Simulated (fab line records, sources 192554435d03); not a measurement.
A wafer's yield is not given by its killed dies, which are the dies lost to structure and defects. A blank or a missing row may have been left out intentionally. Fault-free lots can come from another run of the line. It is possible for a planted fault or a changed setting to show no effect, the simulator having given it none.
fab line records	flow n5_finfet	part 1 of 2: steps 1 to 4 of 6
record lots=24	wafers=72	last_day=18
route steps=1938 shown BEOL_M10@1491 BEOL_M11@1556
lots with no fault: from the same line, run without faults
start_h: the number of hours between the record's first day and the start of the first shown wafer of the lot	wait_h: how many hours have passed since the lot's step before this one	" the same as in the row above	L1.1+2: a row that stands for several wafers	- no value, or no start was given	* or withheld: withheld	< > ~ a bound
route shown NAME@n: a module of which the file shows steps, and the number in the route of the first	usual: mean and standard deviation over wafers with no fault	same: alike in all rows	chamber/n: place in a boat	sites: the reading at each site	_std_site: the standard deviation of these	_edge_site: mean of outer sites minus mean of inner sites	radius_mm: how far each site lies from the wafer's centre	mask NAME#n: copy n	behind: tool/chamber where the wafer was last shaped	hold: the reason the lot was held/the length of the hold in hours/how it ended	device: transistor that didn't switch, given as n, p or np	end of line: at the end of the route, the tests of the same wafers	a step given without rows: its recipe and nothing more	killed: dies that structure and defects cost at the first sort, which is not the same as the wafer's yield	map: a wafer's dies, x killed, . not, _ none there
set.NAME: the run value of the setting; set.NAME@STEP: its run value at that earlier step	model.NAME: the simulator's own value behind a step, which no gauge read
a sample of lots followed through the steps of the route, with each step as a table and each wafer as a row
services: when a tool's chamber went out of use (start_h, in hours from the record's first day, below 0 if earlier), for how many hours, and the reason
## steps
# step N5_BEOL_M10_HM_OPEN_17
# recipe chemistry=Cl2/BCl3	target_depth_a=200	overetch_a=60	target=TiN	mask_material=SOC	ion_energy_ev=150	pressure_mtorr=10	icp_w=1000	bias_w=126	Cl2_flow_sccm=53.25	bcl3_flow_sccm=21.75	Ar_flow_sccm=25
# usual drypump_motor_current_A=6.1/0.33	oes_product_au=0.67/0.086	throttle_valve_pct=22.09/0.26
lot.wafer	tool	chamber	start_h	wait_h	drypump_motor_current_A	oes_product_au	rf_hours_counter_h	throttle_valve_pct
L074.2	rie_metal-02	1	233.47	0.1	5.9	0.72	-	22.18
L074.5	"	1	"	"	5.9	0.72	-	22.16
L074.6	"	1	"	"	5.9	0.71	-	22.16
L076.3	rie_metal-03	1	247.21	0.1	6.4	0.61	-	22.44
L076.5	"	1	"	"	6.4	0.60	-	22.44
L076.6	"	0	"	"	5.3	0.54	-	21.96
L075.1	rie_metal-01	1	247.35	0.0	6.3	0.70	27	21.73
L075.2	"	0	"	"	6.2	0.57	103	22.24
L075.6	"	0	"	"	6.3	0.56	-	22.26
L077.1	rie_metal-02	1	247.51	0.0	6.0	0.71	22	22.18
L077.3	"	1	"	"	5.9	0.71	-	22.19
L077.6	"	1	"	"	5.9	0.71	-	22.16
L080.3	rie_metal-01	1	251.06	0.1	6.3	0.70	-	21.72
L080.4	"	0	"	"	6.3	0.57	-	22.25
L080.5	"	0	"	"	6.3	0.57	-	22.25
L078.1	rie_metal-01	0	251.39	0.0	6.3	0.56	103	22.28
L078.2	"	1	"	"	6.3	0.70	27	21.73
L078.6	"	0	"	"	6.3	0.57	-	22.25
L079.1	rie_metal-01	1	252.06	0.0	6.3	0.69	27	21.72
L079.4	"	1	"	"	6.3	0.70	-	21.72
L079.5	"	0	"	"	6.3	0.57	-	22.25
L081.1	rie_metal-01	0	275.44	0.0	6.2	0.56	105	22.25
L081.2	"	1	"	"	6.3	0.70	29	21.74
L081.5	"	0	"	"	6.3	0.57	-	22.26
L084.1	rie_metal-01	1	281.67	0.0	6.3	0.70	29	21.72
L084.3	"	0	"	"	6.3	0.56	-	22.25
L084.5	"	0	"	"	6.3	0.56	-	22.25
L082.2	rie_metal-03	1	281.99	0.0	6.4	0.60	67	22.43
L082.5	"	1	"	"	6.4	0.60	-	22.44
L082.6	"	0	"	"	5.3	0.54	-	21.96
L083.2	rie_metal-02	1	282.33	0.0	6.0	0.70	24	22.18
L083.4	"	0	"	"	5.9	0.82	-	22.11
L083.6	"	0	"	"	5.9	0.81	-	22.13
L086.3	rie_metal-03	1	310.37	0.1	6.4	0.60	-	22.45
L086.5	"	1	"	"	6.4	0.61	-	22.43
L086.6	"	1	"	"	6.4	0.60	-	22.43
L087.2	rie_metal-03	1	314.59	0.1	6.4	0.59	-	22.42
L087.4	"	1	"	"	6.4	0.60	-	22.43
L087.5	"	1	"	"	6.4	0.60	-	22.42
L088.2	rie_metal-02	1	316.52	0.0	5.9	0.69	28	22.17
L088.3	"	0	"	"	5.9	0.79	-	22.11
L088.6	"	1	"	"	6.0	0.68	-	22.20
L085.3	rie_metal-01	1	316.80	0.1	6.3	0.68	-	21.76
L085.4	"	0	"	"	6.3	0.55	-	22.30
L085.5	"	0	"	"	6.3	0.56	-	22.30
L090.1	rie_metal-03	1	320.68	0.0	6.4	0.59	72	22.46
L090.2	"	0	"	"	5.3	0.84	0	21.69
L090.3	"	1	"	"	6.4	0.60	-	22.46
L092.2	rie_metal-02	0	328.85	0.0	5.9	0.78	6	22.12
L092.4	"	1	"	"	5.9	0.69	-	22.19
L092.5	"	0	"	"	6.0	0.79	-	22.10
L089.1	rie_metal-03	0	329.54	0.0	5.3	0.83	1	21.66
L089.3	"	1	"	"	6.4	0.60	-	22.44
L089.4	"	0	"	"	5.3	0.82	-	21.67
L091.2	rie_metal-01	0	338.04	0.0	6.2	0.55	111	22.25
L091.4	"	1	"	"	6.3	0.68	-	21.74
L091.6	"	1	"	"	6.3	0.67	-	21.75
L095.4	rie_metal-01	1	353.43	0.1	6.3	0.66	-	21.77
L095.5	"	1	"	"	6.3	0.67	-	21.76
L095.6	"	1	"	"	6.3	0.66	-	21.75
L093.2	rie_metal-03	1	353.46	0.0	6.4	0.59	75	22.45
L093.3	"	0	"	"	5.3	0.82	-	21.70
L093.4	"	1	"	"	6.4	0.59	-	22.43
L094.3	rie_metal-02	1	353.47	0.1	6.0	0.68	-	22.19
L094.4	"	0	"	"	6.0	0.79	-	22.12
L094.6	"	1	"	"	5.9	0.68	-	22.19
L096.2	rie_metal-02	1	366.61	0.0	5.9	0.68	31	22.20
L096.3	"	1	"	"	5.9	0.68	-	22.19
L096.5	"	1	"	"	6.0	0.69	-	22.20
L097.1	rie_metal-01	0	388.21	0.0	6.3	0.81	2	21.96
L097.4	"	0	"	"	6.3	0.81	-	21.96
L097.5	"	0	"	"	6.3	0.80	-	21.98
# step N5_BEOL_M10_STRIP_19
# recipe chemistry=O2	power_w=400	temp_c=40	pressure_mtorr=30	rf_frequency_hz=6e+07	bias_power_w=0	overash_fraction=0.2	o2_flow_sccm=225
# usual drypump_motor_current_A=5.8/0.55	oes_product_au=0.80/0.094	rf_vpp_V=3.7/0.65	showerhead_plenum_p_Torr=2.10/0.072	throttle_valve_pct=16.60/0.28
lot.wafer	tool	chamber	start_h	wait_h	drypump_motor_current_A	oes_product_au	rf_hours_counter_h	rf_vpp_V	showerhead_plenum_p_Torr	throttle_valve_pct
L074.2	rie_diel-01	2	233.64	0.1	6.7	0.74	192	4.3	2.10	16.75
L074.5	"	1	"	"	5.3	0.71	-	4.0	2.07	16.92
L074.6	"	2	"	"	6.7	0.75	-	3.6	2.10	16.75
L076.3	rie_diel-06	0	247.33	0.1	6.4	0.71	183	2.6	2.01	16.93
L076.5	"	1	"	"	5.8	0.93	-	4.1	2.15	16.38
L076.6	"	0	"	"	6.4	0.72	-	3.9	2.01	16.95
L075.1	rie_diel-06	3	247.49	0.1	4.8	0.74	162	3.5	2.00	16.59
L075.2	"	0	"	"	6.4	0.73	183	2.6	2.01	16.96
L075.6	"	1	"	"	5.8	0.93	-	4.7	2.15	16.39
L077.1	rie_diel-01	0	247.73	0.2	6.2	0.90	30	3.7	2.23	16.20
L077.3	"	2	"	"	6.7	0.74	196	4.5	2.10	16.76
L077.6	"	0	"	"	6.2	0.92	-	2.8	2.23	16.19
L080.3	rie_diel-05	3	251.26	0.2	6.7	0.71	233	2.5	1.97	16.85
L080.4	"	3	"	"	6.7	0.69	-	2.4	1.97	16.84
L080.5	"	0	"	"	5.3	0.66	-	3.9	2.16	16.88
L078.1	rie_diel-01	0	251.65	0.2	6.2	0.92	32	4.1	2.22	16.19
L078.2	"	2	"	"	6.7	0.75	198	4.3	2.10	16.79
L078.6	"	1	"	"	5.3	0.71	-	3.8	2.07	16.96
L079.1	rie_diel-06	3	252.18	0.1	4.8	0.74	164	2.5	2.00	16.61
L079.4	"	0	"	"	6.4	0.71	185	4.5	2.01	16.95
L079.5	"	1	"	"	5.8	0.92	-	3.4	2.15	16.40
L081.1	rie_diel-01	2	275.81	0.3	6.7	0.73	205	3.1	2.10	16.78
L081.2	"	3	"	"	5.9	0.93	18	2.9	2.13	16.29
L081.5	"	3	"	"	5.9	0.93	-	2.6	2.13	16.27
L084.1	rie_diel-01	1	281.93	0.2	5.3	0.69	210	4.2	2.06	16.97
L084.3	"	0	"	"	6.2	0.89	42	3.3	2.22	16.20
L084.5	"	3	"	"	5.9	0.92	-	4.0	2.13	16.31
L082.2	rie_diel-01	1	282.44	0.4	5.3	0.69	211	3.9	2.06	16.95
L082.5	"	1	"	"	5.3	0.71	-	4.1	2.06	16.97
L082.6	"	0	"	"	6.2	0.89	-	3.9	2.22	16.22
L083.2	rie_diel-01	0	282.48	0.1	6.2	0.89	43	3.1	2.22	16.25
L083.4	"	3	"	"	5.9	0.93	22	4.4	2.13	16.31
L083.6	"	3	"	"	5.9	0.92	-	3.0	2.13	16.31
L086.3	rie_diel-05	0	310.55	0.2	5.3	0.97	6	2.8	2.16	16.40
L086.5	"	2	"	"	5.6	0.76	-	3.1	2.10	16.76
L086.6	"	1	"	"	5.9	0.80	-	4.0	2.04	16.87
L087.2	rie_diel-01	0	314.78	0.2	6.2	0.87	54	2.6	2.22	16.25
L087.4	"	2	"	"	6.7	0.72	220	4.4	2.09	16.80
L087.5	"	1	"	"	5.2	0.70	-	4.7	2.06	16.98
L088.2	rie_diel-05	1	316.75	0.2	5.9	0.78	115	3.2	2.04	16.85
L088.3	"	2	"	"	5.6	0.76	169	3.8	2.10	16.73
L088.6	"	2	"	"	5.6	0.77	-	4.5	2.10	16.73
L085.3	rie_diel-05	2	317.06	0.2	5.6	0.76	169	4.0	2.10	16.74
L085.4	"	0	"	"	5.2	0.97	-	3.3	2.15	16.42
L085.5	"	2	"	"	5.6	0.75	-	2.9	2.10	16.74
L090.1	rie_diel-06	3	320.79	0.1	4.8	0.72	189	4.1	1.99	16.63
L090.2	"	0	"	"	6.4	0.69	211	3.0	2.00	17.00
L090.3	"	2	"	"	5.3	0.78	114	3.8	2.01	16.36
L092.2	rie_diel-01	0	329.08	0.2	6.2	0.86	59	3.5	2.21	16.24
L092.4	"	3	"	"	5.9	0.88	39	3.6	2.12	16.33
L092.5	"	2	"	"	6.7	0.71	-	3.5	2.09	16.82
L089.1	rie_diel-06	2	329.71	0.1	5.2	0.77	117	2.9	2.01	16.41
L089.3	"	3	"	"	4.8	0.70	191	3.2	1.99	16.67
L089.4	"	0	"	"	6.4	0.69	213	3.5	2.00	17.01
L091.2	rie_diel-05	1	338.21	0.1	6.0	0.77	125	5.1	2.03	16.89
L091.4	"	1	"	"	5.9	0.77	-	3.9	2.03	16.88
L091.6	"	0	"	"	5.2	0.93	-	3.8	2.15	16.44
L095.4	rie_diel-01	0	353.64	0.2	6.2	0.85	69	3.5	2.21	16.27
L095.5	"	3	"	"	5.9	0.88	-	3.6	2.12	16.32
L095.6	"	0	"	"	6.2	0.85	-	3.6	2.21	16.26
L094.3	rie_diel-01	3	353.68	0.2	6.0	0.88	48	4.4	2.12	16.34
L094.4	"	2	"	"	6.7	0.71	235	2.5	2.09	16.84
L094.6	"	1	"	"	5.3	0.67	-	3.4	2.06	17.00
L093.2	rie_diel-01	3	353.72	0.2	5.9	0.88	48	4.9	2.12	16.33
L093.3	"	2	"	"	6.7	0.71	235	3.5	2.09	16.83
L093.4	"	1	"	"	5.3	0.68	234	4.6	2.06	16.99
L096.2	rie_diel-05	0	366.74	0.1	5.2	0.89	31	3.1	2.15	16.47
L096.3	"	3	"	"	6.8	0.96	9	4.2	2.22	16.37
L096.5	"	3	"	"	6.8	0.96	-	3.4	2.22	16.38
L097.1	rie_diel-06	0	388.49	0.3	6.4	0.67	235	3.9	1.99	17.05
L097.4	"	3	"	"	4.8	0.70	214	3.5	1.98	16.70
L097.5	"	3	"	"	4.8	0.69	-	3.5	1.98	16.71
# step N5_BEOL_M10_CD_MEAS_18
# recipe pitch_nm=140	target_cd_nm=70
# usual cd_nm=69.6/0.56
lot.wafer	tool	chamber	start_h	wait_h	cd_nm
L074.2	cd_sem-01	-	233.71	0.1	69.5
L074.5	"	-	"	"	70.4
L074.6	"	-	"	"	70.5
L076.3	cd_sem-01	-	247.40	0.1	69.6
L076.5	"	-	"	"	69.8
L076.6	"	-	"	"	69.6
L075.1	cd_sem-01	-	247.56	0.0	68.8
L075.2	"	-	"	"	69.3
L075.6	"	-	"	"	69.8
L077.1	cd_sem-03	-	247.80	0.0	69.8
L077.3	"	-	"	"	70.6
L077.6	"	-	"	"	70.1
L080.3	cd_sem-01	-	251.33	0.1	69.8
L080.4	"	-	"	"	69.8
L080.5	"	-	"	"	69.4
L078.1	cd_sem-03	-	251.72	0.0	70.9
L078.2	"	-	"	"	69.8
L078.6	"	-	"	"	70.2
L079.1	cd_sem-01	-	252.24	0.0	69.2
L079.4	"	-	"	"	68.8
L079.5	"	-	"	"	70.5
L081.1	cd_sem-03	-	275.88	0.0	70.5
L081.2	"	-	"	"	68.9
L081.5	"	-	"	"	69.1
L084.1	cd_sem-01	-	282.00	0.0	69.7
L084.3	"	-	"	"	69.1
L084.5	"	-	"	"	69.3
L082.2	cd_sem-03	-	282.51	0.1	71.0
L082.5	"	-	"	"	70.3
L082.6	"	-	"	"	70.6
L083.2	cd_sem-01	-	282.55	0.1	69.4
L083.4	"	-	"	"	69.2
L083.6	"	-	"	"	69.7
L086.3	cd_sem-01	-	310.63	0.1	68.1
L086.5	"	-	"	"	68.4
L086.6	"	-	"	"	67.9
L087.2	cd_sem-03	-	314.85	0.1	69.6
L087.4	"	-	"	"	69.6
L087.5	"	-	"	"	69.3
L088.2	cd_sem-02	-	316.82	0.1	69.1
L088.3	"	-	"	"	69.6
L088.6	"	-	"	"	68.9
L085.3	cd_sem-03	-	317.13	0.1	69.4
L085.4	"	-	"	"	69.2
L085.5	"	-	"	"	69.0
L090.1	cd_sem-02	-	320.86	0.0	69.8
L090.2	"	-	"	"	69.2
L090.3	"	-	"	"	70.0
L092.2	cd_sem-03	-	329.16	0.1	70.1
L092.4	"	-	"	"	69.7
L092.5	"	-	"	"	70.0
L089.1	cd_sem-01	-	329.78	0.0	69.9
L089.3	"	-	"	"	68.8
L089.4	"	-	"	"	69.8
L091.2	cd_sem-02	-	338.28	0.1	69.8
L091.4	"	-	"	"	69.6
L091.6	"	-	"	"	69.8
L095.4	cd_sem-02	-	353.72	0.1	70.0
L095.5	"	-	"	"	69.5
L095.6	"	-	"	"	70.7
L094.3	cd_sem-03	-	353.76	0.1	69.2
L094.4	"	-	"	"	69.4
L094.6	"	-	"	"	69.2
L093.2	cd_sem-01	-	353.79	0.1	69.9
L093.3	"	-	"	"	69.9
L093.4	"	-	"	"	70.0
L096.2	cd_sem-01	-	366.81	0.1	70.6
L096.3	"	-	"	"	69.6
L096.5	"	-	"	"	69.9
L097.1	cd_sem-03	-	388.56	0.0	69.8
L097.4	"	-	"	"	68.9
L097.5	"	-	"	"	69.5
# step N5_BEOL_M10_TRENCH_ETCH_37
# recipe chemistry=C4F6/O2	target_depth_a=1488.3	target=SiCOH_lowk	time_s=48	ion_energy_ev=250	pressure_mtorr=30	source_w=345	bias_w=185	Ar_flow_sccm=300	C4F6_flow_sccm=10	O2_flow_sccm=10
# usual drypump_motor_current_A=5.9/0.57	oes_product_au=0.80/0.093	rf_vpp_V=660/10	showerhead_plenum_p_Torr=2.84/0.1	throttle_valve_pct=20.81/0.24
lot.wafer	tool	chamber	start_h	wait_h	drypump_motor_current_A	oes_product_au	rf_hours_counter_h	rf_vpp_V	showerhead_plenum_p_Torr	throttle_valve_pct
L074.2	rie_diel-05	1	-	-	5.9	0.82	87	660	2.76	21.03
L074.5	"	3	"	"	6.7	0.71	-	645	2.70	21.12
L074.6	"	1	"	"	6.0	0.83	-	661	2.76	21.03
L076.3	rie_diel-01	2	-	-	6.7	0.73	196	669	2.82	20.82
L076.5	"	2	"	"	6.7	0.75	-	668	2.82	20.84
L076.6	"	3	"	"	5.9	0.95	-	651	2.90	20.56
L075.1	rie_diel-01	3	-	-	5.9	0.95	8	650	2.90	20.56
L075.2	"	2	"	"	6.7	0.73	196	669	2.82	20.81
L075.6	"	1	"	"	5.2	0.72	-	667	2.80	21.14
L077.1	rie_diel-06	2	-	-	5.3	0.82	88	673	2.75	20.59
L077.3	"	3	"	"	4.8	0.75	163	649	2.73	20.86
L077.6	"	1	"	"	5.8	0.92	-	660	2.89	20.51
L080.3	rie_diel-06	3	-	-	4.8	0.75	164	649	2.73	20.87
L080.4	"	1	"	"	5.8	0.91	15	661	2.89	20.51
L080.5	"	1	"	"	5.8	0.91	-	659	2.89	20.51
L078.1	rie_diel-06	1	-	-	5.8	0.90	15	663	2.89	20.52
L078.2	"	2	"	"	5.3	0.81	90	674	2.75	20.58
L078.6	"	2	"	"	5.3	0.80	-	675	2.75	20.57
L079.1	rie_diel-05	3	-	-	6.7	0.69	234	646	2.69	21.12
L079.4	"	1	"	"	5.9	0.82	-	661	2.76	21.03
L079.5	"	0	"	"	5.2	0.65	-	678	2.89	20.89
L081.1	rie_diel-01	3	-	-	5.9	0.93	19	648	2.89	20.56
L081.2	"	0	"	"	6.2	0.90	40	664	3.02	20.53
L081.5	"	1	"	"	5.2	0.70	-	667	2.80	21.13
L084.1	rie_diel-01	2	-	-	6.7	0.73	209	668	2.81	20.84
L084.3	"	1	"	"	5.2	0.71	211	666	2.80	21.14
L084.5	"	1	"	"	5.3	0.70	-	668	2.80	21.15
L082.2	rie_diel-01	0	-	-	6.2	0.90	44	663	3.01	20.53
L082.5	"	2	"	"	6.7	0.73	-	667	2.81	20.84
L082.6	"	3	"	"	5.9	0.91	-	649	2.89	20.58
L083.2	rie_diel-01	0	-	-	6.2	0.89	44	663	3.01	20.53
L083.4	"	3	"	"	5.9	0.91	23	652	2.89	20.57
L083.6	"	0	"	"	6.2	0.88	-	665	3.01	20.52
L086.3	rie_diel-06	0	-	-	6.4	0.69	206	642	2.71	21.14
L086.5	"	0	"	"	6.4	0.69	-	643	2.71	21.15
L086.6	"	1	"	"	5.8	0.87	-	661	2.88	20.55
L087.2	rie_diel-01	2	-	-	6.7	0.72	221	666	2.81	20.84
L087.4	"	1	"	"	5.3	0.69	223	668	2.79	21.16
L087.5	"	0	"	"	6.2	0.87	-	662	3.01	20.54
L088.2	rie_diel-06	0	-	-	6.4	0.69	209	642	2.71	21.17
L088.3	"	1	"	"	5.8	0.87	39	662	2.88	20.56
L088.6	"	3	"	"	4.8	0.72	-	648	2.72	20.91
L085.3	rie_diel-01	0	-	-	6.2	0.88	56	663	3.01	20.57
L085.4	"	1	"	"	5.3	0.70	224	666	2.79	21.17
L085.5	"	0	"	"	6.2	0.87	-	662	3.01	20.56
L090.1	rie_diel-01	3	-	-	5.9	0.90	37	648	2.88	20.58
L090.2	"	0	"	"	6.2	0.87	58	662	3.01	20.56
L090.3	"	2	"	"	6.7	0.72	224	667	2.81	20.87
L092.2	rie_diel-01	3	-	-	5.9	0.89	40	648	2.88	20.59
L092.4	"	0	"	"	6.2	0.88	-	662	3.01	20.57
L092.5	"	3	"	"	5.9	0.90	-	647	2.88	20.59
L089.1	rie_diel-06	3	-	-	4.8	0.72	192	647	2.72	20.89
L089.3	"	0	"	"	6.4	0.68	214	643	2.71	21.15
L089.4	"	1	"	"	5.8	0.85	45	661	2.87	20.55
L091.2	rie_diel-05	0	-	-	5.2	0.91	20	677	2.88	20.54
L091.4	"	2	"	"	5.6	0.75	-	665	2.85	21.06
L091.6	"	0	"	"	5.3	0.92	-	677	2.88	20.55
L094.3	rie_diel-01	1	-	-	5.3	0.68	234	667	2.79	21.18
L094.4	"	3	"	"	5.9	0.88	48	650	2.88	20.62
L094.6	"	0	"	"	6.2	0.85	-	662	3.00	20.58
L095.4	rie_diel-05	1	-	-	6.0	0.78	132	660	2.74	21.09
L095.5	"	1	"	"	6.0	0.78	-	661	2.74	21.08
L095.6	"	0	"	"	5.3	0.90	-	675	2.88	20.54
L093.2	rie_diel-05	2	-	-	5.6	0.73	185	663	2.85	21.04
L093.3	"	0	"	"	5.3	0.89	26	676	2.88	20.53
L093.4	"	0	"	"	5.3	0.89	-	675	2.88	20.55
L096.2	rie_diel-05	1	-	-	6.0	0.77	133	661	2.74	21.10
L096.3	"	2	"	"	5.6	0.73	191	664	2.85	21.06
L096.5	"	3	"	"	6.8	0.94	-	657	3.02	20.72
L097.1	rie_diel-06	0	-	-	6.4	0.67	236	643	2.70	21.17
L097.4	"	3	"	"	4.8	0.70	215	647	2.71	20.94
L097.5	"	3	"	"	4.8	0.71	-	647	2.71	20.92
